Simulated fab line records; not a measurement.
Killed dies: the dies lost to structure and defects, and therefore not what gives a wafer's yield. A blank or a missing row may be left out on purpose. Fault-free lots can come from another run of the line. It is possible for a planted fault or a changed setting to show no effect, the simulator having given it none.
Which tool is to blame? || flow n5-finfet || 32 wafers from 11 lots sampled at 4 of the route's 1938 steps

WHAT EACH GAUGE READ, for each wafer
N5_BEOL_M13_THK_MEAS_01. Usual: for M13_ILD_THK the level is 837 nm and the standard deviation is 11.
{"lot": "L757", "measured": "day 11 03:39", "on": "film-metro-02", "M13_ILD_THK (nm)": "836 813 838", "flag": ""}
{"lot": "L759", "measured": "day 11 09:19", "on": "film-metro-01", "M13_ILD_THK (nm)": "814 836 853", "flag": ""}
{"lot": "L761", "measured": "day 11 21:17", "on": "film-metro-02", "M13_ILD_THK (nm)": "830 835 854", "flag": ""}
{"lot": "L758", "measured": "day 11 23:44", "on": "film-metro-02", "M13_ILD_THK (nm)": "824 840 841", "flag": ""}
{"lot": "L763", "measured": "day 12 10:17", "on": "film-metro-02", "M13_ILD_THK (nm)": "838 838 834", "flag": ""}
{"lot": "L766", "measured": "day 13 07:44", "on": "film-metro-02", "M13_ILD_THK (nm)": "834 855 833", "flag": ""}
{"lot": "L770", "measured": "day 14 02:38", "on": "film-metro-02", "M13_ILD_THK (nm)": "841 830 847", "flag": ""}
{"lot": "L768", "measured": "day 14 07:23", "on": "film-metro-02", "M13_ILD_THK (nm)": "865 837 840", "flag": ""}
{"lot": "L772", "measured": "day 14 20:57", "on": "film-metro-01", "M13_ILD_THK (nm)": "826 845 884", "flag": ""}
{"lot": "L777", "measured": "day 15 20:59", "on": "film-metro-02", "M13_ILD_THK (nm)": "847 835 849", "flag": ""}
{"lot": "L778", "measured": "day 16 02:59", "on": "film-metro-01", "M13_ILD_THK (nm)": "833 842", "flag": ""}

N5_BEOL_M13_CD_MEAS_10: target cd 190 nm. Usual: cd-nm at 190.6 nm, with a standard deviation of 1.5.
{"lot": "L757", "measured": "day 11 04:04", "on": "cd-sem-02", "cd-nm (nm)": "193.9 191.6 192.4", "flag": ""}
{"lot": "L759", "measured": "day 11 09:37", "on": "cd-sem-03", "cd-nm (nm)": "189.7 188.5 188.7", "flag": ""}
{"lot": "L761", "measured": "day 11 21:43", "on": "cd-sem-02", "cd-nm (nm)": "191.9 190.0 193.1", "flag": ""}
{"lot": "L758", "measured": "day 12 00:10", "on": "cd-sem-03", "cd-nm (nm)": "191.2 189.5 190.6", "flag": ""}
{"lot": "L763", "measured": "day 12 10:35", "on": "cd-sem-02", "cd-nm (nm)": "191.6 191.9 192.8", "flag": ""}
{"lot": "L766", "measured": "day 13 08:10", "on": "cd-sem-01", "cd-nm (nm)": "188.4 189.1 189.7", "flag": ""}
{"lot": "L770", "measured": "day 14 03:04", "on": "cd-sem-02", "cd-nm (nm)": "189.7 191.5 189.3", "flag": ""}
{"lot": "L768", "measured": "day 14 07:42", "on": "cd-sem-02", "cd-nm (nm)": "193.6 191.2 192.6", "flag": ""}
{"lot": "L772", "measured": "day 14 21:23", "on": "cd-sem-03", "cd-nm (nm)": "189.4 189.9 190.4", "flag": ""}
{"lot": "L777", "measured": "day 15 21:25", "on": "cd-sem-01", "cd-nm (nm)": "192.9 193.7 192.5", "flag": ""}
{"lot": "L778", "measured": "day 16 03:17", "on": "cd-sem-02", "cd-nm (nm)": "188.9 189.8", "flag": ""}

WHAT TOOL EACH LOT RAN ON (gives the tool, then ch and the chambers of the sampled wafers, and finally the start)
{"lot": "L757", "N5_BEOL_M12_DEGAS_41": "pvd-sputter-03, day 11 02:11", "N5_BEOL_M13_ILD_DEP_00": "pecvd-04 ch 0,1, day 11 03:30"}
{"lot": "L759", "N5_BEOL_M12_DEGAS_41": "pvd-sputter-01, day 11 07:45", "N5_BEOL_M13_ILD_DEP_00": "pecvd-04 ch 1,2, day 11 09:10"}
{"lot": "L761", "N5_BEOL_M12_DEGAS_41": "pvd-sputter-02, day 11 19:52", "N5_BEOL_M13_ILD_DEP_00": "pecvd-03 ch 1,2, day 11 21:08"}
{"lot": "L758", "N5_BEOL_M12_DEGAS_41": "pvd-sputter-03, day 11 21:43", "N5_BEOL_M13_ILD_DEP_00": "pecvd-04 ch 0,1,2, day 11 23:35"}
{"lot": "L763", "N5_BEOL_M12_DEGAS_41": "pvd-sputter-03, day 12 08:50", "N5_BEOL_M13_ILD_DEP_00": "pecvd-03 ch 0,1,2, day 12 10:08"}
{"lot": "L766", "N5_BEOL_M12_DEGAS_41": "pvd-sputter-01, day 13 06:19", "N5_BEOL_M13_ILD_DEP_00": "pecvd-04 ch 0,1, day 13 07:35"}
{"lot": "L770", "N5_BEOL_M12_DEGAS_41": "pvd-sputter-01, day 14 01:12", "N5_BEOL_M13_ILD_DEP_00": "pecvd-01 ch 0,1,2, day 14 02:29"}
{"lot": "L768", "N5_BEOL_M12_DEGAS_41": "pvd-sputter-01, day 14 05:56", "N5_BEOL_M13_ILD_DEP_00": "pecvd-03 ch 1,2, day 14 07:14"}
{"lot": "L772", "N5_BEOL_M12_DEGAS_41": "pvd-sputter-01, day 14 19:30", "N5_BEOL_M13_ILD_DEP_00": "pecvd-03 ch 0,1, day 14 20:47"}
{"lot": "L777", "N5_BEOL_M12_DEGAS_41": "pvd-sputter-01, day 15 19:34", "N5_BEOL_M13_ILD_DEP_00": "pecvd-01 ch 0,2, day 15 20:50"}
{"lot": "L778", "N5_BEOL_M12_DEGAS_41": "pvd-sputter-01, day 16 01:32", "N5_BEOL_M13_ILD_DEP_00": "pecvd-01 ch 1,2, day 16 02:50"}
- N5_BEOL_M12_DEGAS_41: time 60 s.
- N5_BEOL_M13_ILD_DEP_00: deposits SiOC from DEMS/O2, target thk 837.92 nm, time 166.4 s.

AS READ BY THE TOOLS THEMSELVES (means over the sampled wafers that have a number; for cases with no such wafer, the mark the record gives instead)
N5_BEOL_M12_DEGAS_41. Usual: heater-power-w at 347 W, with a standard deviation of 32.
{"lot": "L757", "tool": "pvd-sputter-03", "heater-power-w (W)": 341, "flag": ""}
{"lot": "L759", "tool": "pvd-sputter-01", "heater-power-w (W)": 338, "flag": ""}
{"lot": "L761", "tool": "pvd-sputter-02", "heater-power-w (W)": 370, "flag": ""}
{"lot": "L758", "tool": "pvd-sputter-03", "heater-power-w (W)": 358, "flag": ""}
{"lot": "L763", "tool": "pvd-sputter-03", "heater-power-w (W)": 341, "flag": ""}
{"lot": "L766", "tool": "pvd-sputter-01", "heater-power-w (W)": 336, "flag": ""}
{"lot": "L770", "tool": "pvd-sputter-01", "heater-power-w (W)": 318, "flag": ""}
{"lot": "L768", "tool": "pvd-sputter-01", "heater-power-w (W)": 335, "flag": ""}
{"lot": "L772", "tool": "pvd-sputter-01", "heater-power-w (W)": 345, "flag": ""}
{"lot": "L777", "tool": "pvd-sputter-01", "heater-power-w (W)": 355, "flag": ""}
{"lot": "L778", "tool": "pvd-sputter-01", "heater-power-w (W)": 314, "flag": ""}

N5_BEOL_M13_ILD_DEP_00. Usual: heater-power-w 497 W, standard deviation 58; showerhead-plenum-p-Torr 5.690 Torr, standard deviation 0.017; susceptor-temp-C 349.96 C, standard deviation 0.2; throttle-valve-pct 11.8 %, standard deviation 0.56.
{"lot": "L757", "tool": "pecvd-04", "heater-power-w (W)": 498, "showerhead-plenum-p-Torr (Torr)": 5.714, "susceptor-temp-C (C)": 350.12, "throttle-valve-pct (%)": 12.1, "flag": ""}
{"lot": "L759", "tool": "pecvd-04", "heater-power-w (W)": 531, "showerhead-plenum-p-Torr (Torr)": 5.692, "susceptor-temp-C (C)": 350.22, "throttle-valve-pct (%)": 11.6, "flag": ""}
{"lot": "L761", "tool": "pecvd-03", "heater-power-w (W)": 460, "showerhead-plenum-p-Torr (Torr)": 5.700, "susceptor-temp-C (C)": 349.94, "throttle-valve-pct (%)": 11.4, "flag": ""}
{"lot": "L758", "tool": "pecvd-04", "heater-power-w (W)": 478, "showerhead-plenum-p-Torr (Torr)": 5.697, "susceptor-temp-C (C)": 349.87, "throttle-valve-pct (%)": 11.9, "flag": ""}
{"lot": "L763", "tool": "pecvd-03", "heater-power-w (W)": 514, "showerhead-plenum-p-Torr (Torr)": 5.691, "susceptor-temp-C (C)": 350.04, "throttle-valve-pct (%)": 11.4, "flag": ""}
{"lot": "L766", "tool": "pecvd-04", "heater-power-w (W)": 492, "showerhead-plenum-p-Torr (Torr)": 5.705, "susceptor-temp-C (C)": 349.75, "throttle-valve-pct (%)": 12.1, "flag": ""}
{"lot": "L770", "tool": "pecvd-01", "heater-power-w (W)": 493, "showerhead-plenum-p-Torr (Torr)": 5.669, "susceptor-temp-C (C)": 350.06, "throttle-valve-pct (%)": 12.2, "flag": ""}
{"lot": "L768", "tool": "pecvd-03", "heater-power-w (W)": 501, "showerhead-plenum-p-Torr (Torr)": 5.693, "susceptor-temp-C (C)": 346.31, "throttle-valve-pct (%)": 11.4, "flag": "OFF"}
{"lot": "L772", "tool": "pecvd-03", "heater-power-w (W)": 476, "showerhead-plenum-p-Torr (Torr)": 5.691, "susceptor-temp-C (C)": 346.09, "throttle-valve-pct (%)": 11.7, "flag": "OFF"}
{"lot": "L777", "tool": "pecvd-01", "heater-power-w (W)": 539, "showerhead-plenum-p-Torr (Torr)": 5.680, "susceptor-temp-C (C)": 349.93, "throttle-valve-pct (%)": 11.7, "flag": ""}
{"lot": "L778", "tool": "pecvd-01", "heater-power-w (W)": 412, "showerhead-plenum-p-Torr (Torr)": 5.673, "susceptor-temp-C (C)": 349.74, "throttle-valve-pct (%)": 12.6, "flag": ""}

THE ANSWER, worked out from the rows above alone
Rule: lot off if the mean of its wafers having a number is beyond 3 standard deviations from the usual mean. Also off: a lot with no number at a reading for which 4 or more lots have one. Where the step has rows for the other lots, those lots are counted as sound. The gauges are gone through in route order, then the tools' own readings, and for those a lot's mean is taken as printed above. The first step at which some lot is off is used, and at that step the reading that is off furthest; a lot without a number counts as furthest.
Off: L768, L772 (N5_BEOL_M13_ILD_DEP_00, susceptor-temp-C).
If a tool, at that step or one of the process steps before it, ran each lot that is off and ran no sound lot following the first of them, it fits. One fits: N5_BEOL_M13_ILD_DEP_00 on pecvd-03. A fault onset in the window from L763 (day 12 10:08, its last sound lot) to L768 (day 14 07:14, its first lot off) fits.
The tool's own readings at N5_BEOL_M13_ILD_DEP_00 bear it out: on the lots that are off they differ by more than 5 times the standard deviation of the sound lots' means. susceptor-temp-C reads 346.20 C there against 349.96 C on the sound lots.

WHAT THE SIMULATOR PUT IN
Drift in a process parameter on pecvd-03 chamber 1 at N5_BEOL_M13_ILD_DEP_00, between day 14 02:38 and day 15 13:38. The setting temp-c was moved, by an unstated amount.
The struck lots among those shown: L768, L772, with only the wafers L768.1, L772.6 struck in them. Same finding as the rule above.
